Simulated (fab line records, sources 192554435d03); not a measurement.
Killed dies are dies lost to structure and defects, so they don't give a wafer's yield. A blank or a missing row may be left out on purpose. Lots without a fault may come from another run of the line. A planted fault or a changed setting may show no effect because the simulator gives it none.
fab line records | flow n5_finfet
record lots=10 wafers=29 last_day=17
route steps=1938 shown BEOL_M12@1616 PASSIVATION@1936
lots that met no fault: from a run of the same line without faults
start_h: hours from the record's first day to the start of the lot's first wafer shown | wait_h: hours since the lot's step before | " the same as in the row above | L1.1+2: a row that stands for several wafers | - no value, or no start given | * or withheld: withheld | < > ~ a bound
route shown NAME@n: a module of which the file shows steps, and the number in the route of the first | usual: mean/standard deviation of fault-free wafers | same: alike in all rows | chamber/n: place in a boat | sites: the reading at each site | _std_site: their standard deviation | _edge_site: outer sites' mean less inner sites' | radius_mm: how far each site lies from the wafer's centre | mask NAME#n: copy n | behind: the tool/chamber that last shaped the wafer | hold: why the lot was held/for how many hours/how that ended | device: the transistor (n, p or np) that didn't switch | end of line: the same wafers' tests at the end of the route | a step without rows: its recipe alone | killed: dies lost to structure and defects at the first sort, not the wafer's yield | map: a wafer's dies, x killed, . not, _ none there
set.NAME: the setting as run; set.NAME@STEP: as run at that earlier step | model.NAME: the simulator's own value behind a step, which no gauge read
steps of the route over a sample of lots; a table a step, a row a wafer
services: from which hour (start_h, from the record's first day; less than 0 if before it) a tool's chamber was out of use, for how many hours, and why
## steps
# step N5_BEOL_M12_ETCH_59
# recipe chemistry=N2/H2 target=BARC target_depth_a=890 overetch_a=267 time_s=67.9 ion_energy_ev=200 pressure_mtorr=30 source_w=840 bias_w=150 n2_flow_sccm=200 h2_flow_sccm=200
# usual drypump_motor_current_A=5.9/0.44 oes_product_au=0.66/0.058 rf_vpp_V=523.8/2.1 showerhead_plenum_p_Torr=2.54/0.072 throttle_valve_pct=17.89/0.17
# columns lot.wafer tool chamber start_h wait_h drypump_motor_current_A oes_product_au rf_hours_counter_h rf_vpp_V showerhead_plenum_p_Torr throttle_valve_pct
L565.1 rie_diel-01 3 251.63 0.0 6.1 0.60 249 521.4 2.50 18.29
L565.3 " 1 " " 6.0 0.60 195 520.1 2.39 17.71
L565.5 " 0 " " 6.5 0.65 - 525.7 2.63 18.05
L566.1 rie_diel-06 0 259.31 0.0 5.7 0.64 150 525.8 2.63 17.73
L566.2 " 2 " " 5.4 0.62 222 524.5 2.52 17.89
L566.6 " 0 " " 5.7 0.64 - 526.3 2.63 17.74
L567.2 rie_diel-06 0 261.61 0.0 5.7 0.65 151 525.5 2.63 17.76
L567.3 " 2 " " 5.4 0.62 222 522.2 2.52 17.90
L567.4 " 3 " " 5.3 0.70 66 524.0 2.57 17.80
L574.1 rie_diel-06 1 301.18 0.0 6.5 0.76 20 526.6 2.60 17.88
L574.3 " 0 " " 5.7 0.64 163 527.5 2.63 17.77
L574.6 " 2 " " 5.4 0.61 - 522.5 2.52 17.94
L575.1 rie_diel-03 1 302.35 0.0 5.5 0.66 114 523.4 2.57 18.08
L575.2 " 0 " " 6.1 0.59 215 524.2 2.48 18.06
L575.6 " 3 " " 6.3 0.68 - 520.7 2.45 17.51
L576.4 rie_diel-01 1 317.56 0.0 5.9 0.58 221 518.9 2.38 17.76
L576.5 " 0 " " 6.4 0.63 - 527.0 2.62 18.05
L576.6 " 1 " " 5.9 0.58 - 518.3 2.38 17.75
L577.1 rie_diel-03 1 337.56 0.0 5.5 0.66 126 524.2 2.56 18.10
L577.3 " 3 " " 6.3 0.67 131 522.1 2.44 17.53
L577.5 " 3 " " 6.3 0.67 - 520.1 2.44 17.51
L582.1 rie_diel-06 0 338.73 0.0 5.7 0.63 177 527.2 2.62 17.80
L582.4 " 1 " " 6.5 0.75 - 525.4 2.60 17.91
L582.5 " 3 " " 5.3 0.67 - 524.7 2.56 17.84
L581.1 rie_diel-01 0 342.62 0.0 6.5 0.62 202 526.7 2.62 18.08
L581.4 " 2 " " 6.2 0.70 - 523.5 2.57 17.98
L587.1 rie_diel-01 1 387.50 0.0 6.0 0.58 247 520.1 2.37 17.80
L587.2 " 0 " " 6.5 0.63 209 526.6 2.62 18.10
L587.5 " 3 " " 6.1 0.75 - 521.5 2.49 17.87
# step N5_BEOL_M12_CD_MEAS_17
# recipe target_cd_nm=140 polarity=opening
# usual cd_nm=139.0/3
# columns lot.wafer tool chamber start_h wait_h cd_nm
L565.1 cd_sem-02 - 252.09 0.0 133.7
L565.3 " - " " 132.9
L565.5 " - " " 132.4
L566.1 cd_sem-01 - 259.77 0.0 142.0
L566.2 " - " " 140.5
L566.6 " - " " 147.6
L567.2 cd_sem-03 - 262.07 0.0 142.8
L567.3 " - " " 142.7
L567.4 " - " " 140.9
L574.1 cd_sem-03 - 301.64 0.0 141.9
L574.3 " - " " 144.8
L574.6 " - " " 140.5
L575.1 cd_sem-01 - 302.81 0.0 138.1
L575.2 " - " " 135.0
L575.6 " - " " 137.2
L576.4 cd_sem-02 - 318.06 0.0 137.1
L576.5 " - " " 136.2
L576.6 " - " " 139.9
L577.1 cd_sem-01 - 338.01 0.0 136.8
L577.3 " - " " 135.8
L577.5 " - " " 137.0
L582.1 cd_sem-03 - 339.19 0.0 137.3
L582.4 " - " " 138.8
L582.5 " - " " 137.9
L581.1 cd_sem-02 - 343.08 0.0 146.4
L581.4 " - " " 140.1
L587.1 cd_sem-01 - 387.96 0.0 133.3
L587.2 " - " " 139.0
L587.5 " - " " 138.0
# step N5_BEOL_M12_ETCH_67
# recipe chemistry=CF4 target=SiARC target_depth_a=1430 time_s=238.3 ion_energy_ev=80 pressure_mtorr=40 source_w=545 bias_w=36 Ar_flow_sccm=100 cf4_flow_sccm=100 ends=cleared
# usual drypump_motor_current_A=5.9/0.41 etch_rf_on_time_s=241/8.6 oes_product_au=0.65/0.067 rf_vpp_V=184.0/1 showerhead_plenum_p_Torr=2.14/0.054 throttle_valve_pct=15.69/0.22
# columns lot.wafer tool chamber start_h wait_h drypump_motor_current_A etch_rf_on_time_s oes_product_au rf_hours_counter_h rf_vpp_V showerhead_plenum_p_Torr throttle_valve_pct
L565.1 rie_diel-03 0 252.67 0.0 6.1 234 0.60 197 185.2 2.13 15.98
L565.3 " 2 " " 5.4 252 0.58 205 183.2 2.12 15.48
L565.5 " 2 " " 5.4 249 0.59 - 184.7 2.12 15.48
L566.1 rie_diel-03 1 260.30 0.0 5.5 234 0.69 100 184.9 2.17 15.87
L566.2 " 2 " " 5.4 248 0.58 208 185.2 2.12 15.49
L566.6 " 3 " " 6.3 241 0.69 - 183.0 2.08 15.32
L567.2 rie_diel-03 2 262.64 0.0 5.4 251 0.59 209 184.1 2.12 15.49
L567.3 " 1 " " 5.5 239 0.67 101 183.2 2.17 15.86
L567.4 " 0 " " 6.1 231 0.60 201 183.8 2.13 15.99
L574.1 rie_diel-03 1 302.62 0.0 5.5 245 0.66 114 185.2 2.16 15.88
L574.3 " 2 " " 5.4 253 0.57 222 183.1 2.11 15.51
L574.6 " 0 " " 6.1 237 0.59 - 184.1 2.13 16.02
L575.1 rie_diel-06 1 303.50 0.0 6.5 239 0.77 21 184.5 2.18 15.50
L575.2 " 3 " " 5.3 255 0.66 81 185.3 2.17 15.66
L575.6 " 0 " " 5.8 235 0.64 - 187.4 2.24 15.79
L576.4 rie_diel-03 0 318.63 0.0 6.1 233 0.59 221 184.0 2.12 16.03
L576.5 " 0 " " 6.1 235 0.59 - 184.1 2.12 16.04
L576.6 " 3 " " 6.3 243 0.67 - 182.0 2.07 15.35
L577.1 rie_diel-01 0 338.46 0.0 6.5 254 0.60 201 185.0 2.21 15.85
L577.3 " 1 " " 5.9 248 0.56 227 183.3 2.03 15.74
L577.5 " 2 " " 6.3 239 0.70 - 183.8 2.16 15.75
L582.1 rie_diel-06 3 339.73 0.0 5.3 252 0.65 91 184.1 2.17 15.69
L582.4 " 1 " " 6.5 233 0.75 - 185.2 2.18 15.53
L582.5 " 3 " " 5.3 252 0.65 - 184.6 2.17 15.68
L581.1 rie_diel-06 0 343.66 0.0 5.7 236 0.63 179 185.7 2.23 15.82
L581.4 " 3 " " 5.3 255 0.65 - 184.9 2.17 15.69
L587.1 rie_diel-03 0 388.53 0.0 6.0 233 0.57 246 185.0 2.12 16.08
L587.2 " 1 " " 5.5 240 0.65 142 184.6 2.15 15.95
L587.5 " 0 " " 6.1 232 0.58 - 183.2 2.11 16.09
# step N5_BEOL_M12_SPUTTER_44
# recipe material=Ta target_thk_a=100 temp_c=50 bias_v=80 power_w=15000 chamber_pressure_pa=0.07 time_s=16.13
# usual cathode_dc_power_W=15000/2.6 susceptor_temp_C=50.01/0.12 throttle_valve_pct=30.3/1
# columns lot.wafer tool chamber start_h wait_h cathode_dc_power_W susceptor_temp_C throttle_valve_pct
L565.1 pvd_sputter-01 - 253.74 0.0 15000 49.87 30.3
L565.3 " - " " 15001 50.02 29.5
L565.5 " - " " 15004 49.89 30.1
L566.1 pvd_sputter-01 - 265.35 0.0 14998 49.83 30.3
L566.2 " - " " 15001 49.96 30.3
L566.6 " - " " 15000 49.89 30.2
L567.2 pvd_sputter-03 - 268.71 0.0 14998 49.94 31.3
L567.3 " - " " 14998 50.00 32.1
L567.4 " - " " 15004 49.94 30.6
L574.1 pvd_sputter-02 - 306.74 0.0 15001 50.16 29.8
L574.3 " - " " 14999 49.94 29.7
L574.6 " - " " 15001 50.01 29.7
L575.1 pvd_sputter-01 - 311.16 0.0 14999 50.04 30.2
L575.2 " - " " 15001 49.93 30.5
L575.6 " - " " 14996 49.91 30.8
L576.4 pvd_sputter-01 - 328.04 0.0 11047 49.93 28.4
L576.5 " - " " 11047 49.83 30.3
L576.6 " - " " 11043 50.26 29.6
L577.1 pvd_sputter-03 - 339.71 0.0 15000 49.88 30.7
L577.3 " - " " 14997 49.99 31.5
L577.5 " - " " 15000 49.93 32.2
L582.1 pvd_sputter-01 - 342.79 0.0 11044 50.17 30.6
L582.4 " - " " 11047 50.08 29.3
L582.5 " - " " 11044 50.05 28.3
L581.1 pvd_sputter-03 - 347.08 0.0 15003 50.09 30.7
L581.4 " - " " 15000 50.09 31.5
L587.1 pvd_sputter-02 - 390.23 0.0 14997 49.90 29.7
L587.2 " - " " 14997 49.83 30.0
L587.5 " - " " 14997 49.95 29.9
# step N5_BEOL_M12_CMP_49
# recipe stop_on=SiOC t_overpolish_s=20.6 down_force_psi=1 platen_rpm=50 clearing_platen_down_force_psi=1.5 clearing_platen_rpm=50 post_cmp_clean=cu_alkaline target_thk_nm=320 clearing_platen_pad_velocity_m_s=0.99484 pad_velocity_m_s=0.99484
# usual barrier_field_endpoint_s=30.7/0.8 motor_current_A=6.2/0.43 slurry_filter_dp_kPa=13.51/0.14
# columns lot.wafer tool chamber start_h wait_h barrier_field_endpoint_s motor_current_A slurry_filter_dp_kPa
L565.3 cmp-04 3 254.53 0.3 29.7 6.5 13.54
L565.1 " 0 " " 29.3 5.7 13.76
L565.5 " 1 " " 31.0 5.8 13.56
L566.1 cmp-02 2 266.07 0.3 30.1 6.8 13.39
L566.2 " 0 " " 29.4 6.3 13.59
L566.6 " 3 " " 31.5 5.3 13.57
L567.3 cmp-02 3 269.66 0.2 31.9 5.3 13.62
L567.2 " 0 " " 30.0 5.8 13.43
L567.4 " 1 " " 30.8 6.9 13.62
L574.3 cmp-01 1 307.38 0.2 30.0 6.3 13.57
L574.1 " 0 " " 30.6 5.5 13.50
L574.6 " 1 " " 30.9 6.2 13.78
L575.1 cmp-01 3 312.12 0.3 29.4 5.9 13.54
L575.2 " 0 " " 29.9 5.7 13.77
L575.6 " 2 " " 29.3 6.3 13.43
L576.4 cmp-02 3 329.45 0.2 28.0 5.4 13.52
L576.6 " 0 " " 26.7 5.9 13.24
L576.5 " 1 " " 27.8 6.5 13.64
L577.3 cmp-04 0 340.35 0.2 31.1 5.9 13.56
L577.1 " 1 " " 30.6 6.0 13.55
L577.5 " 1 " " 29.9 5.9 13.47
L582.1 cmp-01 3 343.51 0.3 26.6 6.1 13.74
L582.4 " 0 " " 27.3 6.1 13.19
L582.5 " 1 " " 27.3 6.3 13.40
L581.4 cmp-01 3 347.72 0.1 30.9 5.9 13.58
L581.1 " 0 " " 30.2 6.0 13.90
L587.1 cmp-02 2 390.90 0.3 32.9 6.7 13.41
L587.2 " 0 " " 30.9 6.3 13.70
L587.5 " 1 " " 32.3 6.9 13.56
# step N5_PASSIVATION_PROBE_49
# usual defect_limited_yield=91.5/1.7 killed_at_M0_to_M3=33/11 killed_at_M4_up=13/5.2 killed_at_contacts=11/5.7 killed_at_front_end=39/11 killed_at_other=4/3 killed_dies=101/20 killed_open=66/15 killed_short=33/8.4 sort_bin_5_function=5.0/1.1 sort_bin_6_memory=3.2/0.69 sort_bin_8_speed=0.1/0.52 sort_n_pass=1078/20 sort_yield_pct=91.4/1.7
# same gross_dies=1180 killed_at_back_side=0 sort_bin_4_leakage[%]=0
# columns lot.wafer tool chamber start_h wait_h defect_limited_yield[%] killed_at_M0_to_M3 killed_at_M4_up killed_at_contacts killed_at_front_end killed_at_other killed_dies killed_open killed_short sort_bin_5_function[%] sort_bin_6_memory[%] sort_bin_8_speed[%] sort_n_pass sort_yield_pct[%]
L565.1 prober-01 - 287.51 0.0 93.4 24 16 10 24 4 78 51 23 4.3 2.3 0 1102 93.4
L565.3 prober-01 - 287.61 0.1 91.6 37 22 7 26 7 99 66 32 4.6 3.5 0 1081 91.6
L565.5 prober-01 - 287.71 0.2 90.9 43 11 13 36 4 107 70 34 5.1 3.5 0 1073 90.9
L567.2 prober-01 - 308.13 0.1 91.4 26 19 13 35 9 102 67 35 5.0 3.6 0 1078 91.4
L567.3 prober-01 - 308.18 0.1 92.5 28 7 11 31 12 89 38 49 4.1 3.1 0 1091 92.5
L567.4 prober-01 - 308.23 0.2 90.9 23 15 19 41 9 107 65 39 5.0 3.5 0 1073 90.9
L575.1 prober-01 - 342.43 0.0 89.2 42 7 8 62 8 127 76 50 6.4 3.9 0 1053 89.2
L575.2 prober-01 - 342.48 0.1 88.7 51 16 11 54 1 133 91 42 6.9 3.7 0 1047 88.7
L575.6 prober-01 - 342.68 0.3 89.4 21 23 13 64 4 125 77 46 6.9 3.4 0 1055 89.4
L576.4 prober-01 - 364.26 0.2 87.2 54 22 4 67 4 151 97 54 8.1 4.5 0 1029 87.2
L576.5 prober-01 - 364.31 0.2 90.2 39 18 11 47 1 116 78 34 5.5 4.1 0 1064 90.2
L576.6 prober-01 - 364.36 0.3 88.5 55 20 14 44 3 136 96 37 6.9 4.4 0 1044 88.5
L577.1 prober-02 - 371.46 0.0 92.9 30 3 8 38 5 84 57 26 4.0 3.1 0 1096 92.9
L577.3 prober-02 - 371.56 0.1 93.3 20 5 9 44 1 79 53 25 3.9 2.5 0 1101 93.3
L577.5 prober-02 - 371.66 0.2 93.6 26 7 5 36 2 76 52 24 3.4 2.9 0 1104 93.6
L582.1 prober-01 - 378.54 0.0 93.5 21 6 5 39 6 77 36 33 3.7 1.9 0 1103 93.5
L582.4 prober-01 - 378.69 0.2 90.2 52 19 9 28 8 116 63 51 5.8 3.5 0 1064 90.2
L582.5 prober-01 - 378.74 0.2 93.3 24 12 4 34 5 79 65 13 3.6 2.9 0 1101 93.3
# killed by level:class
L565.1 BEOL_M1:geometric_particle:open=9 MOL_CONTACT_COAG:geometric_particle:open=7 BEOL_M4:geometric_particle:open=7 STI_FIN_REVEAL:geometric_particle:open=6 DUMMY_GATE:geometric_particle:open=4 ILD0:geometric_particle:short=3 BEOL_M0_SAQP:geometric_particle:short=3 STARTING-WAFER:geometric_particle:open=3
L565.3 BEOL_M1:geometric_particle:open=9 BEOL_M4:geometric_particle:open=9 BEOL_M0_SAQP:geometric_particle:short=8 BEOL_M2:geometric_particle:open=7 BEOL_M3:geometric_particle:open=7 MOL_CONTACT_COAG:geometric_particle:open=6 PASS1_CAP:geometric_particle:short=5 FIN_SAQP:geometric_particle:open=4
L565.5 MOL_CONTACT_COAG:geometric_particle:open=10 BEOL_M0_SAQP:geometric_particle:open=10 BEOL_M1:geometric_particle:open=9 FIN_SAQP:geometric_particle:open=8 FIN_SAQP:geometric_particle:short=8 BEOL_M0_SAQP:geometric_particle:short=7 GATE_CUT:geometric_particle:short=6 BEOL_M5:geometric_particle:open=5
L567.2 BEOL_M0_SAQP:geometric_particle:short=13 MOL_CONTACT_COAG:geometric_particle:open=12 STI_FIN_REVEAL:geometric_particle:open=11 BEOL_M4:geometric_particle:open=8 BEOL_M2:geometric_particle:open=6 DUMMY_GATE:geometric_particle:open=5 ILD0:geometric_particle:open=4 BEOL_M4:geometric_particle:short=4
L567.3 FIN_SAQP:geometric_particle:short=11 MOL_CONTACT_COAG:geometric_particle:open=6 BEOL_M0_SAQP:geometric_particle:short=6 PASS1_CAP:geometric_particle:short=6 BEOL_M0_SAQP:geometric_particle:open=5 FIN_SAQP:geometric_particle:open=4 GATE_CUT:geometric_particle:short=4 MOL_CONTACT_COAG:geometric_particle:short=4
L567.4 MOL_CONTACT_COAG:geometric_particle:open=13 FIN_SAQP:geometric_particle:short=11 BEOL_M3:geometric_particle:open=9 FIN_SAQP:geometric_particle:open=7 BEOL_M4:geometric_particle:open=7 ILD0:geometric_particle:open=5 MOL_CONTACT_COAG:geometric_particle:short=4 BEOL_M0_SAQP:geometric_particle:open=4
L575.1 STI_FIN_REVEAL:geometric_particle:open=29 FIN_SAQP:geometric_particle:short=12 BEOL_M0_SAQP:geometric_particle:short=8 BEOL_M3:geometric_particle:open=7 BEOL_M1:geometric_particle:short=7 MOL_CONTACT_COAG:geometric_particle:open=6 BEOL_M2:geometric_particle:open=6 BEOL_M0_SAQP:geometric_particle:open=5
L575.2 FIN_SAQP:geometric_particle:short=16 STI_FIN_REVEAL:geometric_particle:open=14 BEOL_M0_SAQP:geometric_particle:open=13 BEOL_M3:geometric_particle:open=13 FIN_SAQP:geometric_particle:open=12 MOL_CONTACT_COAG:geometric_particle:open=9 BEOL_M0_SAQP:geometric_particle:short=9 BEOL_M1:geometric_particle:open=5
L575.6 STI_FIN_REVEAL:geometric_particle:open=26 FIN_SAQP:geometric_particle:short=15 BEOL_M0_SAQP:geometric_particle:short=12 MOL_CONTACT_COAG:geometric_particle:open=11 BEOL_M4:geometric_particle:open=10 FIN_SAQP:geometric_particle:open=9 BEOL_M3:geometric_particle:open=5 STI_FIN_REVEAL:geometric_particle:short=3
L576.4 FIN_SAQP:geometric_particle:open=18 STI_FIN_REVEAL:geometric_particle:open=18 BEOL_M0_SAQP:geometric_particle:short=13 BEOL_M3:geometric_particle:open=11 BEOL_M4:geometric_particle:open=10 BEOL_M0_SAQP:geometric_particle:open=9 FIN_SAQP:geometric_particle:short=8 BEOL_M3:geometric_particle:short=8
L576.5 STI_FIN_REVEAL:geometric_particle:open=12 BEOL_M3:geometric_particle:open=10 FIN_SAQP:geometric_particle:open=8 DUMMY_GATE:geometric_particle:open=6 MOL_CONTACT_COAG:geometric_particle:open=6 BEOL_M2:geometric_particle:open=6 STARTING-WAFER:geometric_particle:open=6 FIN_SAQP:geometric_particle:short=5
L576.6 STI_FIN_REVEAL:geometric_particle:open=19 BEOL_M4:geometric_particle:open=14 BEOL_M0_SAQP:geometric_particle:open=12 MOL_CONTACT_COAG:geometric_particle:open=12 BEOL_M0_SAQP:geometric_particle:short=9 BEOL_M1:geometric_particle:open=8 BEOL_M3:geometric_particle:open=7 STI_FIN_REVEAL:geometric_particle:short=7
L577.1 BEOL_M0_SAQP:geometric_particle:open=12 STI_FIN_REVEAL:geometric_particle:open=11 MOL_CONTACT_COAG:geometric_particle:open=7 BEOL_M3:geometric_particle:open=7 GATE_CUT:geometric_particle:short=4 FIN_SAQP:geometric_particle:short=3 STI_FIN_REVEAL:geometric_particle:short=3 BEOL_M2:geometric_particle:open=3
L577.3 STI_FIN_REVEAL:geometric_particle:open=19 MOL_CONTACT_COAG:geometric_particle:open=7 BEOL_M3:geometric_particle:open=5 FIN_SAQP:geometric_particle:short=4 BEOL_M1:geometric_particle:open=4 STI_FIN_REVEAL:geometric_particle:short=3 ILD0:geometric_particle:open=3 BEOL_M0_SAQP:geometric_particle:short=3
L577.5 STI_FIN_REVEAL:geometric_particle:open=11 FIN_SAQP:geometric_particle:open=8 BEOL_M0_SAQP:geometric_particle:open=7 STI_FIN_REVEAL:geometric_particle:short=5 BEOL_M1:geometric_particle:open=5 BEOL_M0_SAQP:geometric_particle:short=4 MOL_CONTACT_COAG:geometric_particle:open=4 BEOL_M5:geometric_particle:open=4
L582.1 HKMG_FIN:area_etch=8 FIN_SAQP:geometric_particle:short=7 BEOL_M0_SAQP:geometric_particle:short=7 STI_FIN_REVEAL:geometric_particle:open=6 MOL_CONTACT_COAG:geometric_particle:open=5 BEOL_M0_SAQP:geometric_particle:open=5 STI_FIN_REVEAL:geometric_particle:short=3 DUMMY_GATE:geometric_particle:open=3
L582.4 BEOL_M0_SAQP:geometric_particle:short=18 BEOL_M4:geometric_particle:open=11 BEOL_M0_SAQP:geometric_particle:open=10 STI_FIN_REVEAL:geometric_particle:open=9 STARTING-WAFER:geometric_particle:short=7 MOL_CONTACT_COAG:geometric_particle:open=6 BEOL_M1:geometric_particle:open=6 BEOL_M2:geometric_particle:open=5
L582.5 BEOL_M0_SAQP:geometric_particle:open=10 STI_FIN_REVEAL:geometric_particle:open=8 FIN_SAQP:geometric_particle:open=7 BEOL_M4:geometric_particle:open=7 BEOL_M3:geometric_particle:open=6 FIN_SAQP:geometric_particle:short=5 MOL_CONTACT_COAG:geometric_particle:open=4 STARTING-WAFER:geometric_particle:open=4
## services
# columns tool chamber start_h hours kind
cmp-01 - 231.61 2.1 repair
rie_diel-01 3 255.63 - clean
cmp-02 - 258.41 2.0 repair
cmp-02 - 262.26 0.8 repair
cmp-04 - 276.78 0.6 repair
cmp-01 - 294.23 3.9 repair
cmp-04 - 296.31 1.8 repair
cmp-01 - 298.98 4.0 pm
rie_diel-06 3 307.81 6.7 repair
cmp-01 - 313.44 1.2 repair
cmp-02 - 325.52 3.7 pm
rie_diel-01 3 330.01 15.9 repair
rie_diel-06 2 338.04 - clean
rie_diel-06 2 338.04 - consumable_replace:focus_ring
rie_diel-06 2 338.04 18.1 scheduled_down
rie_diel-06 2 338.04 18.1 vent_cycle
cmp-04 - 341.81 5.5 pm
rie_diel-01 0 343.02 22.2 repair
pvd_sputter-01 - 354.49 2.5 repair
rie_diel-06 2 359.48 33.0 repair
cmp-01 - 367.52 13.8 pm
cmp-01 - 381.38 2.1 repair
cmp-04 - 383.28 0.5 repair
cmp-01 - 389.41 6.3 repair
## key
first_sign step=N5_BEOL_M12_SPUTTER_44 reading=cathode_dc_power_W direction=down sigmas=99+ usual=* struck=*
effect step=N5_BEOL_M12_CMP_49 reading=barrier_field_endpoint_s direction=down sigmas=4.2 usual=30.7 struck=27.3
met_at N5_BEOL_M12_SPUTTER_44
struck_lots L576,L582
not_acting_at N5_BEOL_M12_ETCH_59,N5_BEOL_M12_CD_MEAS_17,N5_BEOL_M12_ETCH_67
onset_between 311.16 328.04
fault kind=process_parameter_drift tool=pvd_sputter-01 chamber=- onset_h=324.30 steps=N5_BEOL_M12_SPUTTER_44 channel=power_w offset=* shape=step end_h=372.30 acts_in=* stated=*
